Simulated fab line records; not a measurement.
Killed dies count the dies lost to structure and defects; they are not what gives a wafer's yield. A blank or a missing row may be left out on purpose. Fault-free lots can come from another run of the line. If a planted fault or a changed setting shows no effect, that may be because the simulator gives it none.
fab line records | flow n5Finfet
record lots=7 | wafers=21
route steps=1938 shown BEOL_M10@1496 BEOL_M11@1565 BEOL_M12@1639 BEOL_M13@1710
startH: hours from the record's first day to the start of the lot's first wafer shown | waitH: hours elapsed since this lot's preceding step | " as in the row above | L1.1+2: several wafers, shown together as one row | - no value, or no start was given | * or withheld: withheld | < > ~ a bound
route shown NAME@n: a module of which the file shows steps, and the number in the route of the first | usual: mean/standard deviation of fault-free wafers | same: alike in all rows | chamber/n: place in a boat | sites: each site's reading | _std_site: standard deviation across them | _edge_site: inner sites' mean taken away from outer sites' mean | radiusMm: how far each site lies from the wafer's centre | mask NAME#n: copy n | behind: tool/chamber where the wafer was last shaped | hold: why the lot went on hold/how many hours it stayed there/how the hold came to an end | device: the transistor (n, p or np) that didn't switch | end of line: at the end of the route, the tests of the same wafers | a step without rows: its recipe alone | killed: not the wafer's yield, but the dies lost to structure and defects at the first sort | map: a wafer's dies, marking killed ones x, the rest . and places with no die _
set.NAME: the setting the step ran with; set.NAME@STEP: the setting that earlier step ran with | model.NAME: the simulator's own value behind a step, which no gauge read
lots run with intentionally changed settings; tables by step, rows by wafer
## steps
# step N5_BEOL_M10_COAT_22
# recipe resist=CAR-ArF | spinRpm=1500 | resistThkNm=90
lot.wafer | tool          | chamber | startH | waitH | set.spinRpm | model.CAR-ArF_of_BEOL_M10_COAT_22.thkNm
L079.3+6  | lithoTrack-01 | 0       | -      | -     | 1500        | 90.4
L079.5    | "             | 0       | "      | "     | 1500        | 90.2
L085.2+6  | lithoTrack-03 | 0       | -      | -     | 1641        | 86
L085.5    | "             | 0       | "      | "     | 1500        | 90
L084.1    | lithoTrack-04 | 0       | -      | -     | 1500        | 89.8
L084.2    | "             | 0       | "      | "     | 1348        | 95
L084.6    | "             | 0       | "      | "     | 1348        | 95.2
L091.1    | lithoTrack-01 | 0       | -      | -     | 1565        | 88.4
L091.4+5  | "             | 0       | "      | "     | 1500        | 89.8
L092.3    | lithoTrack-04 | 0       | -      | -     | 1500        | 89.8
L092.4    | "             | 0       | "      | "     | 1620        | 86.2
L092.5    | "             | 0       | "      | "     | 1500        | 89.4
L096.2+3  | lithoTrack-04 | 0       | -      | -     | 1500        | 90
L096.4    | "             | 0       | "      | "     | 1565        | 88.2
L097.1+2  | lithoTrack-01 | 0       | -      | -     | 1500        | 90.2
L097.4    | "             | 0       | "      | "     | 1571        | 88
# step N5_BEOL_M10_EBR_24
# recipe solvent=PGMEA | ebrWidthMm=1.5
# step N5_BEOL_M10_SOFTBAKE_23
# recipe tempC=110 | timeS=60 | resist=CAR-ArF
# step N5_BEOL_M10_EXPOSE_25
# recipe maskId=V9 | na=1.35 | sourceShape=annular | sigmaInner=0.5 | sigmaOuter=0.8 | polarization=unpolarized | doseMj=85.5
# step N5_BEOL_M10_PEB_26
# recipe pebTempC=withheld | pebTimeS=60 | resist=CAR-ArF
# step N5_BEOL_M10_DEVELOP_27
# recipe developTimeS=30 | developer=TMAH | resist=CAR-ArF | rinseLiquid=diw | dry=airSpin | devTempC=23
lot.wafer | tool          | chamber | startH | waitH | set.spinRpm@BEOL_M10_COAT_22 | model.CAR-ArF_of_BEOL_M10_COAT_22.thkNm
L079.3+5  | lithoTrack-01 | 0       | -      | -     | 1500                         | 88.6
L079.6    | "             | 0       | "      | "     | 1500                         | 88.8
L085.2    | lithoTrack-03 | 0       | -      | -     | 1641                         | 84.4
L085.5    | "             | 0       | "      | "     | 1500                         | 88.2
L085.6    | "             | 0       | "      | "     | 1641                         | 84.2
L084.1    | lithoTrack-04 | 0       | -      | -     | 1500                         | 88.2
L084.2    | "             | 0       | "      | "     | 1348                         | 93.2
L084.6    | "             | 0       | "      | "     | 1348                         | 93.4
L091.1    | lithoTrack-04 | 0       | -      | -     | 1565                         | 86.6
L091.4+5  | "             | 0       | "      | "     | 1500                         | 88
L092.3    | lithoTrack-03 | 0       | -      | -     | 1500                         | 88
L092.4    | "             | 0       | "      | "     | 1620                         | 84.6
L092.5    | "             | 0       | "      | "     | 1500                         | 87.8
L096.2+3  | lithoTrack-01 | 0       | -      | -     | 1500                         | 88.2
L096.4    | "             | 0       | "      | "     | 1565                         | 86.4
L097.1    | lithoTrack-04 | 0       | -      | -     | 1500                         | 88.6
L097.2    | "             | 0       | "      | "     | 1500                         | 88.4
L097.4    | "             | 0       | "      | "     | 1571                         | 86.4
# step N5_BEOL_M10_DESCUM_33
# recipe chemistry=O2 | timeS=7.9 | sourcePowerW=50 | biasPowerW=20 | pressureMtorr=20 | rfFrequencyHz=2.712e+07 | tempC=40 | resist=CAR-ArF | o2FlowSccm=225
lot.wafer | tool       | chamber | startH | waitH | set.spinRpm@BEOL_M10_COAT_22 | model.CAR-ArF_of_BEOL_M10_COAT_22.thkNm
L079.3+5  | rieDiel-03 | 2,1     | 258.20 | 0.0   | 1500                         | 83.6
L079.6    | "          | 0       | "      | "     | 1500                         | 84
L085.2+6  | rieDiel-03 | 2,3     | 288.27 | 0.1   | 1641                         | 79.4
L085.5    | "          | 0       | "      | "     | 1500                         | 83.6
L084.1    | rieDiel-06 | 0       | 288.36 | 0.1   | 1500                         | 83.4
L084.2    | "          | 3       | "      | "     | 1348                         | 88.2
L084.6    | "          | 0       | "      | "     | 1348                         | 88.8
L091.1    | rieDiel-06 | 1       | 324.30 | 0.1   | 1565                         | 81.8
L091.4+5  | "          | 2       | "      | "     | 1500                         | 83.2
L092.3    | rieDiel-03 | 3       | 334.73 | 0.6   | 1500                         | 83.2
L092.4    | "          | 1       | "      | "     | 1620                         | 79.6
L092.5    | "          | 3       | "      | "     | 1500                         | 83
L096.2+3  | rieDiel-02 | 2,1     | 360.10 | 0.1   | 1500                         | 83.4
L096.4    | "          | 3       | "      | "     | 1565                         | 81.6
L097.1    | rieDiel-06 | 0       | 361.67 | 0.1   | 1500                         | 83.8
L097.2    | "          | 1       | "      | "     | 1500                         | 83.6
L097.4    | "          | 3       | "      | "     | 1571                         | 81.4
# step N5_BEOL_M10_ETCH_65
# recipe chemistry=CF4 | target=SiARC | targetDepthA=390 | maskMaterial=CAR-ArF | timeS=65 | ionEnergyEv=80 | pressureMtorr=40 | sourceW=545 | biasW=36 | Ar_flow_sccm=100 | cf4FlowSccm=100 | ends=cleared
lot.wafer | tool       | chamber | startH | waitH | set.spinRpm@BEOL_M10_COAT_64 | model.etch.depthNm
L079.3    | rieDiel-03 | 2       | 258.24 | 0.0   | 1500                         | 30.14
L079.5    | "          | 1       | "      | "     | 1500                         | 30.09
L079.6    | "          | 0       | "      | "     | 1500                         | 30.08
L085.2    | rieDiel-03 | 2       | 288.30 | 0.0   | 1500                         | 29.97
L085.5    | "          | 0       | "      | "     | 1500                         | 29.99
L085.6    | "          | 3       | "      | "     | 1500                         | 30
L084.1    | rieDiel-06 | 0       | 288.40 | 0.0   | 1643                         | 28.51
L084.2    | "          | 3       | "      | "     | 1643                         | 28.48
L084.6    | "          | 0       | "      | "     | 1500                         | 29.77
L091.1    | rieDiel-06 | 1       | 324.34 | 0.0   | 1500                         | 30.02
L091.4    | "          | 2       | "      | "     | 1637                         | 28.73
L091.5    | "          | 2       | "      | "     | 1500                         | 29.92
L092.3    | rieDiel-03 | 3       | 334.77 | 0.0   | 1500                         | 30.09
L092.4    | "          | 1       | "      | "     | 1500                         | 30.02
L092.5    | "          | 3       | "      | "     | 1500                         | 30.1
L096.2    | rieDiel-02 | 2       | 360.14 | 0.0   | 1550                         | 29.49
L096.3    | "          | 1       | "      | "     | 1500                         | 29.96
L096.4    | "          | 3       | "      | "     | 1550                         | 29.55
L097.1    | rieDiel-06 | 0       | 361.70 | 0.0   | 1500                         | 29.95
L097.2    | "          | 1       | "      | "     | 1500                         | 30.03
L097.4    | "          | 3       | "      | "     | 1500                         | 29.97
# step N5_BEOL_M10_ETCH_66
# recipe chemistry=N2/H2 | target=SOC | targetDepthA=1200 | overetchA=240 | maskMaterial=SiARC | tempC=40 | timeS=180 | ionEnergyEv=200 | pressureMtorr=30 | sourceW=840 | biasW=150 | n2FlowSccm=200 | h2FlowSccm=200
# step N5_BEOL_M10_STRIP_69
# recipe chemistry=N2/H2 | tempC=40 | n2FlowSccm=200 | h2FlowSccm=200 | rfFrequencyHz=6e+07
# step N5_BEOL_M10_PRECLEAN_42
# recipe chemistry=residueRemover | timeS=60 | tempC=40
# step N5_BEOL_M10_SRD_43
# recipe timeS=30 | tempC=23 | rinseLiquid=diw | dry=ipaMarangoni
# step N5_BEOL_M10_CD_MEAS_35
# recipe targetCdNm=70 | polarity=opening
# usual cdNm=70.2/0.68
lot.wafer | tool     | chamber | startH | waitH | set.doseMj@BEOL_M10_EXPOSE_08 | cdNm
L079.3    | cdSem-03 | -       | 258.86 | 0.0   | 53.75                         | 69.9
L079.5    | "        | -       | "      | "     | 53.75                         | 69.1
L079.6    | "        | -       | "      | "     | 53.75                         | 68.3
L085.2    | cdSem-03 | -       | 288.91 | 0.0   | 53.75                         | 70.7
L085.5    | "        | -       | "      | "     | 50.63                         | 68.2
L085.6    | "        | -       | "      | "     | 53.75                         | 70.3
L084.1    | cdSem-02 | -       | 289.01 | 0.0   | 53.75                         | 70.6
L084.2    | "        | -       | "      | "     | 56.67                         | 73.3
L084.6    | "        | -       | "      | "     | 53.75                         | 70.9
L091.1    | cdSem-02 | -       | 324.95 | 0.0   | 53.75                         | 71.0
L091.4    | "        | -       | "      | "     | 57.55                         | 73.6
L091.5    | "        | -       | "      | "     | 57.55                         | 73.9
L092.3    | cdSem-02 | -       | 335.38 | 0.0   | 53.75                         | 69.5
L092.4    | "        | -       | "      | "     | 53.75                         | 69.2
L092.5    | "        | -       | "      | "     | 53.75                         | 69.5
L096.2    | cdSem-02 | -       | 360.75 | 0.0   | 53.75                         | 70.6
L096.3    | "        | -       | "      | "     | 53.75                         | 70.1
L096.4    | "        | -       | "      | "     | 53.75                         | 70.2
L097.1    | cdSem-03 | -       | 362.31 | 0.0   | 53.75                         | 69.0
L097.2    | "        | -       | "      | "     | 53.75                         | 69.0
L097.4    | "        | -       | "      | "     | 53.75                         | 69.5
# step N5_BEOL_M11_EXPOSE_25
# recipe maskId=V10 | na=1.35 | sourceShape=annular | sigmaInner=0.5 | sigmaOuter=0.8 | polarization=unpolarized | doseMj=85.5
lot.wafer  | tool           | chamber | startH | waitH | mask  | set.doseMj
L079.3+5+6 | arfiScanner-01 | 0       | 263.92 | -     | V10#0 | 85.5
L084.1+2   | arfiScanner-02 | 0       | 294.47 | -     | V10#0 | 85.5
L084.6     | "              | 0       | "      | "     | V10#0 | 79.53
L085.2     | arfiScanner-03 | 0       | 294.64 | -     | V10#0 | 85.5
L085.5+6   | "              | 0       | "      | "     | V10#0 | 90.1
L091.1+4+5 | arfiScanner-03 | 0       | 331.43 | -     | V10#0 | 79.82
L092.3     | arfiScanner-02 | 0       | 344.36 | -     | V10#0 | 85.5
L092.4+5   | "              | 0       | "      | "     | V10#0 | 81.98
L096.2+3   | arfiScanner-03 | 0       | 367.13 | -     | V10#0 | 90.49
L096.4     | "              | 0       | "      | "     | V10#0 | 85.5
L097.1     | arfiScanner-02 | 0       | 369.13 | -     | V10#0 | 89.67
L097.2+4   | "              | 0       | "      | "     | V10#0 | 85.5
# step N5_BEOL_M11_PEB_26
# recipe pebTempC=withheld | pebTimeS=60 | resist=CAR-ArF
# step N5_BEOL_M11_DEVELOP_27
# recipe developTimeS=30 | developer=TMAH | resist=CAR-ArF | rinseLiquid=diw | dry=airSpin | devTempC=23
# step N5_BEOL_M11_CD_MEAS_28
# recipe targetCdNm=70 | landingEnergyEv=500 | detector=seInlens | polarity=opening
# usual cdNm=70.7/0.85
lot.wafer | tool     | chamber | startH | waitH | set.doseMj@BEOL_M11_EXPOSE_25 | cdNm
L079.3    | cdSem-03 | 0       | 264.04 | -     | 85.5                          | 73.2
L079.5    | "        | 0       | "      | "     | 85.5                          | 71.8
L079.6    | "        | 0       | "      | "     | 85.5                          | 72.0
L084.1    | cdSem-02 | 0       | 294.60 | -     | 85.5                          | 71.8
L084.2    | "        | 0       | "      | "     | 85.5                          | 71.7
L084.6    | "        | 0       | "      | "     | 79.53                         | 65.3
L085.2    | cdSem-01 | 0       | 294.77 | -     | 85.5                          | 70.1
L085.5    | "        | 0       | "      | "     | 90.1                          | 76.2
L085.6    | "        | 0       | "      | "     | 90.1                          | 75.2
L091.1    | cdSem-02 | 0       | 331.56 | -     | 79.82                         | 65.6
L091.4    | "        | 0       | "      | "     | 79.82                         | 64.3
L091.5    | "        | 0       | "      | "     | 79.82                         | 64.9
L092.3    | cdSem-03 | 0       | 344.48 | -     | 85.5                          | 72.4
L092.4    | "        | 0       | "      | "     | 81.98                         | 68.5
L092.5    | "        | 0       | "      | "     | 81.98                         | 67.5
L096.2    | cdSem-01 | 0       | 367.25 | -     | 90.49                         | 76.8
L096.3    | "        | 0       | "      | "     | 90.49                         | 75.6
L096.4    | "        | 0       | "      | "     | 85.5                          | 70.9
L097.1    | cdSem-01 | 0       | 369.26 | -     | 89.67                         | 74.9
L097.2    | "        | 0       | "      | "     | 85.5                          | 70.9
L097.4    | "        | 0       | "      | "     | 85.5                          | 71.8
# step N5_BEOL_M11_VIA_ETCH_34
# recipe chemistry=C4F6/O2 | target=SiCOH_lowk | targetDepthA=1845 | maskMaterial=SOC | taperDeg=4 | timeS=69.2 | ionEnergyEv=250 | pressureMtorr=30 | sourceW=345 | biasW=185 | Ar_flow_sccm=300 | C4F6_flow_sccm=10 | O2_flow_sccm=10
lot.wafer | tool       | chamber | startH | waitH | set.timeS | model.etch.depthNm
L079.3    | rieDiel-01 | 1       | 264.33 | 0.0   | 69.2      | 189.9
L079.5    | "          | 1       | "      | "     | 69.2      | 189.6
L079.6    | "          | 2       | "      | "     | 69.2      | 186.2
L084.1    | rieDiel-04 | 0       | 294.90 | 0.0   | 69.2      | 186.1
L084.2    | "          | 1       | "      | "     | 69.2      | 181
L084.6    | "          | 3       | "      | "     | 69.2      | 187.9
L085.2    | rieDiel-05 | 2       | 295.22 | 0.0   | 69.2      | 185.4
L085.5    | "          | 3       | "      | "     | 69.2      | 180.5
L085.6    | "          | 0       | "      | "     | 69.2      | 184.4
L091.1    | rieDiel-04 | 1       | 331.86 | 0.0   | 69.2      | 180.7
L091.4    | "          | 0       | "      | "     | 69.2      | 184.5
L091.5    | "          | 0       | "      | "     | 59.95     | 160.9
L092.3    | rieDiel-05 | 3       | 345.16 | 0.0   | 80.54     | 211.1
L092.4    | "          | 3       | "      | "     | 80.54     | 211.5
L092.5    | "          | 2       | "      | "     | 69.2      | 186.1
L096.2    | rieDiel-01 | 1       | 367.55 | 0.0   | 63.29     | 171.8
L096.3    | "          | 3       | "      | "     | 69.2      | 191.8
L096.4    | "          | 2       | "      | "     | 69.2      | 185.1
L097.1    | rieDiel-01 | 2       | 369.95 | 0.0   | 69.2      | 185.1
L097.2    | "          | 1       | "      | "     | 69.2      | 187.4
L097.4    | "          | 0       | "      | "     | 69.2      | 183
# step N5_BEOL_M12_TRENCH_ETCH_34
# recipe chemistry=C4F8/O2/Ar | target=SiOC | targetDepthA=3189.5 | maskMaterial=SOC | pressureMtorr=30 | sourceW=3000 | biasW=700 | Ar_flow_sccm=400 | C4F8_flow_sccm=15 | O2_flow_sccm=8 | heInnerTorr=15 | heOuterTorr=30 | timeS=125.5 | ionEnergyEv=250
lot.wafer | tool       | chamber | startH | waitH | set.timeS | model.etch.depthNm
L079.3    | rieDiel-06 | 0       | 270.17 | 0.0   | 125.5     | 320.3
L079.5    | "          | 2       | "      | "     | 125.5     | 320.7
L079.6    | "          | 3       | "      | "     | 125.5     | 330.2
L084.1    | rieDiel-06 | 1       | 300.65 | 0.0   | 125.5     | 314.7
L084.2    | "          | 2       | "      | "     | 125.5     | 322.4
L084.6    | "          | 1       | "      | "     | 125.5     | 312.7
L085.2    | rieDiel-06 | 2       | 301.22 | 0.0   | 125.5     | 323.9
L085.5    | "          | 1       | "      | "     | 106.2     | 265.1
L085.6    | "          | 0       | "      | "     | 106.2     | 269.7
L091.1    | rieDiel-06 | 2       | 338.42 | 0.0   | 143.1     | 368.5
L091.4    | "          | 3       | "      | "     | 125.5     | 326.9
L091.5    | "          | 0       | "      | "     | 125.5     | 323.5
L092.3    | rieDiel-06 | 2       | 353.54 | 0.0   | 125.5     | 324.2
L092.4    | "          | 0       | "      | "     | 117.8     | 301.3
L092.5    | "          | 0       | "      | "     | 125.5     | 322.3
L096.2    | rieDiel-02 | 3       | 373.58 | 0.0   | 133.8     | 342.1
L096.3    | "          | 2       | "      | "     | 125.5     | 328
L096.4    | "          | 1       | "      | "     | 133.8     | 341.1
L097.1    | rieDiel-06 | 1       | 374.98 | 0.0   | 98.08     | 244.4
L097.2    | "          | 2       | "      | "     | 125.5     | 323.2
L097.4    | "          | 3       | "      | "     | 125.5     | 325.9
# step N5_BEOL_M12_STRIP_70
# recipe chemistry=C4F8/O2/Ar | resist=SiARC | rfFrequencyHz=6e+07
# step N5_BEOL_M12_OCD_MEAS_35
# usual trenchDepthNm=322/4.9
lot.wafer | tool   | chamber | startH | waitH | set.timeS@BEOL_M12_TRENCH_ETCH_34 | trenchDepthNm
L079.3    | ocd-02 | -       | 270.32 | 0.0   | 125.5                             | 320
L079.5    | "      | -       | "      | "     | 125.5                             | 321
L079.6    | "      | -       | "      | "     | 125.5                             | 330
L084.1    | ocd-02 | -       | 300.80 | 0.0   | 125.5                             | 314
L084.2    | "      | -       | "      | "     | 125.5                             | 323
L084.6    | "      | -       | "      | "     | 125.5                             | 313
L085.2    | ocd-02 | -       | 301.38 | 0.0   | 125.5                             | 324
L085.5    | "      | -       | "      | "     | 106.2                             | 265
L085.6    | "      | -       | "      | "     | 106.2                             | 270
L091.1    | ocd-01 | -       | 338.57 | 0.0   | 143.1                             | 369
L091.4    | "      | -       | "      | "     | 125.5                             | 327
L091.5    | "      | -       | "      | "     | 125.5                             | 324
L092.3    | ocd-01 | -       | 353.70 | 0.0   | 125.5                             | 324
L092.4    | "      | -       | "      | "     | 117.8                             | 301
L092.5    | "      | -       | "      | "     | 125.5                             | 322
L096.2    | ocd-02 | -       | 373.73 | 0.0   | 133.8                             | 342
L096.3    | "      | -       | "      | "     | 125.5                             | 328
L096.4    | "      | -       | "      | "     | 133.8                             | 341
L097.1    | ocd-02 | -       | 375.13 | 0.0   | 98.08                             | 244
L097.2    | "      | -       | "      | "     | 125.5                             | 323
L097.4    | "      | -       | "      | "     | 125.5                             | 326
# step N5_BEOL_M12_SPUTTER_44
# recipe material=Ta | targetThkA=100 | tempC=50 | biasV=80 | powerW=15000 | chamberPressurePa=0.07 | timeS=16.13
lot.wafer  | tool          | chamber | startH | waitH | set.timeS | model.Ta_of_BEOL_M12_SPUTTER_44.thkNm
L079.3+5+6 | pvdSputter-02 | -       | 272.75 | 0.0   | 16.13     | 9.8
L084.1     | pvdSputter-01 | -       | 301.39 | 0.0   | 16.13     | 10
L084.2+6   | "             | -       | "      | "     | 15.1      | 9.4
L085.2+5+6 | pvdSputter-03 | -       | 303.44 | 0.0   | 16.13     | 10
L091.1     | pvdSputter-01 | -       | 341.75 | 0.0   | 16.13     | 10
L091.4     | "             | -       | "      | "     | 16.13     | 9.8
L091.5     | "             | -       | "      | "     | 16.13     | 10.2
L092.3+4   | pvdSputter-03 | -       | 354.74 | 0.0   | 16.13     | 10
L092.5     | "             | -       | "      | "     | 17.41     | 10.6
L096.2+3+4 | pvdSputter-03 | -       | 378.16 | 0.0   | 17.63     | 11
L097.1     | pvdSputter-02 | -       | 379.09 | 0.0   | 16.13     | 10
L097.2     | "             | -       | "      | "     | 18.32     | 11.4
L097.4     | "             | -       | "      | "     | 16.13     | 9.8
# step N5_BEOL_M12_SPUTTER_45
# recipe material=Cu | targetThkA=800 | tempC=-20 | biasV=60 | powerW=26000 | chamberPressurePa=0.13 | timeS=13.33
# step N5_BEOL_M12_ECD_47
# recipe material=Cu | targetThkA=7200
# step N5_BEOL_M12_ANNEAL_48
# recipe tempC=225 | timeS=90 | ambient=N2
# step N5_BEOL_M12_CMP_49
# recipe stopOn=SiOC | tOverpolishS=20.6 | downForcePsi=1 | platenRpm=50 | clearingPlatenDownForcePsi=1.5 | clearingPlatenRpm=50 | postCmpClean=cuAlkaline | targetThkNm=320 | clearingPlatenPadVelocityMS=0.99484 | padVelocityMS=0.99484
lot.wafer | tool   | chamber | startH | waitH | set.timeS@BEOL_M12_TRENCH_ETCH_34 | model.Cu_of_BEOL_M12_ECD_47.thkNm
L079.3    | cmp-03 | 1       | 273.55 | 0.2   | 125.5                             | 321
L079.6    | "      | 1       | "      | "     | 125.5                             | 330.8
L079.5    | "      | 2       | "      | "     | 125.5                             | 322.4
L084.2    | cmp-03 | 1       | 302.74 | 0.3   | 125.5                             | 322.6
L084.1    | "      | 2       | "      | "     | 125.5                             | 315
L084.6    | "      | 3       | "      | "     | 125.5                             | 314.4
L085.2    | cmp-03 | 1       | 304.18 | 0.3   | 125.5                             | 323.6
L085.5    | "      | 3       | "      | "     | 106.2                             | 267.2
L085.6    | "      | 0       | "      | "     | 106.2                             | 270.6
L091.1    | cmp-03 | 0       | 342.43 | 0.3   | 143.1                             | 369.6
L091.4    | "      | 3       | "      | "     | 125.5                             | 330.4
L091.5    | "      | 0       | "      | "     | 125.5                             | 324.4
L092.3    | cmp-04 | 0       | 355.41 | 0.2   | 125.5                             | 327.6
L092.4    | "      | 1       | "      | "     | 117.8                             | 302.4
L092.5    | "      | 0       | "      | "     | 125.5                             | 323.6
L096.2    | cmp-04 | 2       | 379.07 | 0.4   | 133.8                             | 344.4
L096.3    | "      | 3       | "      | "     | 125.5                             | 330
L096.4    | "      | 0       | "      | "     | 133.8                             | 343.6
L097.1    | cmp-02 | 1       | 380.09 | 0.3   | 98.08                             | 244
L097.2    | "      | 3       | "      | "     | 125.5                             | 321.4
L097.4    | "      | 0       | "      | "     | 125.5                             | 327.2
# step N5_BEOL_M12_THK_MEAS_50
# recipe thkMeasGauge=xrf | reads=Cu_of_BEOL_M12_ECD_47
# usual M12_THK=337/5.9
lot.wafer | tool         | chamber | startH | waitH | set.timeS@BEOL_M12_TRENCH_ETCH_34 | M12_THK[nm]
L079.3    | filmMetro-01 | -       | 273.84 | -     | 125.5                             | 332
L079.5    | "            | -       | "      | "     | 125.5                             | 333
L079.6    | "            | -       | "      | "     | 125.5                             | 340
L084.1    | filmMetro-01 | -       | 302.96 | -     | 125.5                             | 332
L084.2    | "            | -       | "      | "     | 125.5                             | 339
L084.6    | "            | -       | "      | "     | 125.5                             | 331
L085.2    | filmMetro-02 | -       | 304.40 | -     | 125.5                             | 338
L085.5    | "            | -       | "      | "     | 106.2                             | 278
L085.6    | "            | -       | "      | "     | 106.2                             | 281
L091.1    | filmMetro-02 | -       | 342.73 | -     | 143.1                             | 385
L091.4    | "            | -       | "      | "     | 125.5                             | 344
L091.5    | "            | -       | "      | "     | 125.5                             | 338
L092.3    | filmMetro-02 | -       | 355.67 | -     | 125.5                             | 342
L092.4    | "            | -       | "      | "     | 117.8                             | 316
L092.5    | "            | -       | "      | "     | 125.5                             | 338
L096.2    | filmMetro-02 | -       | 379.36 | -     | 133.8                             | 359
L096.3    | "            | -       | "      | "     | 125.5                             | 345
L096.4    | "            | -       | "      | "     | 133.8                             | 361
L097.1    | filmMetro-02 | -       | 380.38 | -     | 98.08                             | 253
L097.2    | "            | -       | "      | "     | 125.5                             | 335
L097.4    | "            | -       | "      | "     | 125.5                             | 340
# step N5_BEOL_M12_PRE_CLEAN_52
# recipe gas=NH3 | timeS=15 | tempC=withheld | rfPowerW=300
# step N5_BEOL_M12_DEP_53
# recipe material=SiCN | targetThkA=300 | tempC=withheld | precursor=3MS/NH3 | pressureTorr=3 | rfW=675 | timeS=10.5
# step N5_BEOL_M12_RS_MEAS_54
# recipe thkMeasGauge=four-point-probe | reads=Cu_of_BEOL_M12_ECD_47+Ta_of_BEOL_M12_SPUTTER_44+TaN_of_BEOL_M12_SPUTTER_43
# usual M12_RS=0.0595/0.00098
lot.wafer | tool         | chamber | startH | waitH | set.timeS@BEOL_M12_TRENCH_ETCH_34 | M12_RS[ohm/sq]
L079.3    | filmMetro-02 | -       | 273.97 | 0.0   | 125.5                             | 0.0598
L079.5    | "            | -       | "      | "     | 125.5                             | 0.0595
L079.6    | "            | -       | "      | "     | 125.5                             | 0.0580
L084.1    | filmMetro-01 | -       | 303.08 | 0.0   | 125.5                             | 0.0611
L084.2    | "            | -       | "      | "     | 125.5                             | 0.0597
L084.6    | "            | -       | "      | "     | 125.5                             | 0.0612
L085.2    | filmMetro-02 | -       | 304.52 | 0.0   | 125.5                             | 0.0593
L085.5    | "            | -       | "      | "     | 106.2                             | 0.0726
L085.6    | "            | -       | "      | "     | 106.2                             | 0.0716
L091.1    | filmMetro-02 | -       | 342.85 | 0.0   | 143.1                             | 0.0518
L091.4    | "            | -       | "      | "     | 125.5                             | 0.0582
L091.5    | "            | -       | "      | "     | 125.5                             | 0.0591
L092.3    | filmMetro-02 | -       | 355.80 | 0.0   | 125.5                             | 0.0587
L092.4    | "            | -       | "      | "     | 117.8                             | 0.0638
L092.5    | "            | -       | "      | "     | 125.5                             | 0.0594
L096.2    | filmMetro-01 | -       | 379.52 | 0.1   | 133.8                             | 0.0554
L096.3    | "            | -       | "      | "     | 125.5                             | 0.0581
L096.4    | "            | -       | "      | "     | 133.8                             | 0.0556
L097.1    | filmMetro-01 | -       | 380.54 | 0.1   | 98.08                             | 0.0798
L097.2    | "            | -       | "      | "     | 125.5                             | 0.0598
L097.4    | "            | -       | "      | "     | 125.5                             | 0.0587
# step N5_BEOL_M13_CMP_49
# recipe stopOn=SiOC | tOverpolishS=17.1 | downForcePsi=1 | platenRpm=50 | clearingPlatenDownForcePsi=1.5 | clearingPlatenRpm=50 | postCmpClean=cuAlkaline | targetThkNm=420 | clearingPlatenPadVelocityMS=0.99484 | padVelocityMS=0.99484
# usual barrierFieldEndpointS=30.3/0.66
lot.wafer | tool   | chamber | startH | waitH | set.downForcePsi | barrierFieldEndpointS
L079.3    | cmp-01 | 1       | 277.53 | 0.2   | 1                | 30.0
L079.5    | "      | 0       | "      | "     | 1                | 29.9
L079.6    | "      | 1       | "      | "     | 1                | 29.9
L085.2    | cmp-02 | 2       | 310.80 | 0.3   | 1                | 31.0
L085.5    | "      | 0       | "      | "     | 1                | 29.9
L085.6    | "      | 1       | "      | "     | 1                | 30.3
L084.1    | cmp-01 | 0       | 310.96 | 0.3   | 0.8731           | 35.7
L084.2    | "      | 1       | "      | "     | 1                | 31.1
L084.6    | "      | 2       | "      | "     | 0.8731           | 35.5
L091.1    | cmp-01 | 2       | 347.06 | 0.3   | 1.207            | 24.9
L091.4    | "      | 3       | "      | "     | 1                | 31.4
L091.5    | "      | 1       | "      | "     | 1                | 30.6
L092.3    | cmp-01 | 2       | 364.00 | 0.2   | 1                | 29.7
L092.4    | "      | 0       | "      | "     | 1                | 30.2
L092.5    | "      | 1       | "      | "     | 1                | 30.2
L096.3    | cmp-02 | 3       | 384.68 | 0.2   | 1                | 30.6
L096.4    | "      | 0       | "      | "     | 0.8225           | 36.6
L096.2    | "      | 2       | "      | "     | 1                | 30.7
L097.2    | cmp-03 | 2       | 387.59 | 0.2   | 0.7889           | 38.6
L097.1    | "      | 3       | "      | "     | 1                | 31.4
L097.4    | "      | 1       | "      | "     | 1                | 29.3
## key
split step=N5_BEOL_M10_COAT_22 | setting=spinRpm | stated=1500 | by=wafer
response step=N5_BEOL_M10_COAT_22 | reading=model.CAR-ArF_of_BEOL_M10_COAT_22.thkNm | change=-0.453 | per=1% | r=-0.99
response step=N5_BEOL_M10_DEVELOP_27 | reading=model.CAR-ArF_of_BEOL_M10_COAT_22.thkNm | change=-0.44 | per=1% | r=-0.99
response step=N5_BEOL_M10_DESCUM_33 | reading=model.CAR-ArF_of_BEOL_M10_COAT_22.thkNm | change=-0.457 | per=1% | r=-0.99
split step=N5_BEOL_M11_EXPOSE_25 | setting=doseMj | stated=85.5 | by=wafer
response step=N5_BEOL_M11_CD_MEAS_28 | reading=cdNm | change=+0.928 | per=1% | r=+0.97
split step=N5_BEOL_M11_VIA_ETCH_34 | setting=timeS | stated=69.2 | by=wafer
response step=N5_BEOL_M11_VIA_ETCH_34 | reading=model.etch.depthNm | change=+1.62 | per=1% | r=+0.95
split step=N5_BEOL_M12_TRENCH_ETCH_34 | setting=timeS | stated=125.5 | by=wafer
response step=N5_BEOL_M12_TRENCH_ETCH_34 | reading=model.etch.depthNm | change=+3.48 | per=1% | r=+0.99
response step=N5_BEOL_M12_OCD_MEAS_35 | reading=trenchDepthNm | change=+3.5 | per=1% | r=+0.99
response step=N5_BEOL_M12_CMP_49 | reading=model.Cu_of_BEOL_M12_ECD_47.thkNm | change=+3.45 | per=1% | r=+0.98
response step=N5_BEOL_M12_THK_MEAS_50 | reading=M12_THK | change=+3.65 | per=1% | r=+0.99
response step=N5_BEOL_M12_RS_MEAS_54 | reading=M12_RS | change=-0.000794 | per=1% | r=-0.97
split step=N5_BEOL_M12_SPUTTER_44 | setting=timeS | stated=16.13 | by=wafer
response step=N5_BEOL_M12_SPUTTER_44 | reading=model.Ta_of_BEOL_M12_SPUTTER_44.thkNm | change=+0.101 | per=1% | r=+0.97
split step=N5_BEOL_M13_CMP_49 | setting=downForcePsi | stated=1 | by=wafer
response step=N5_BEOL_M13_CMP_49 | reading=barrierFieldEndpointS | change=-0.344 | per=1% | r=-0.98
split outsideThisFile step=N5_BEOL_M10_EXPOSE_08 setting=doseMj
split outsideThisFile step=N5_BEOL_M10_COAT_64 setting=spinRpm
# split outsideThisFile: this setting was split too, and the file shows its column; the key of that split is in another file
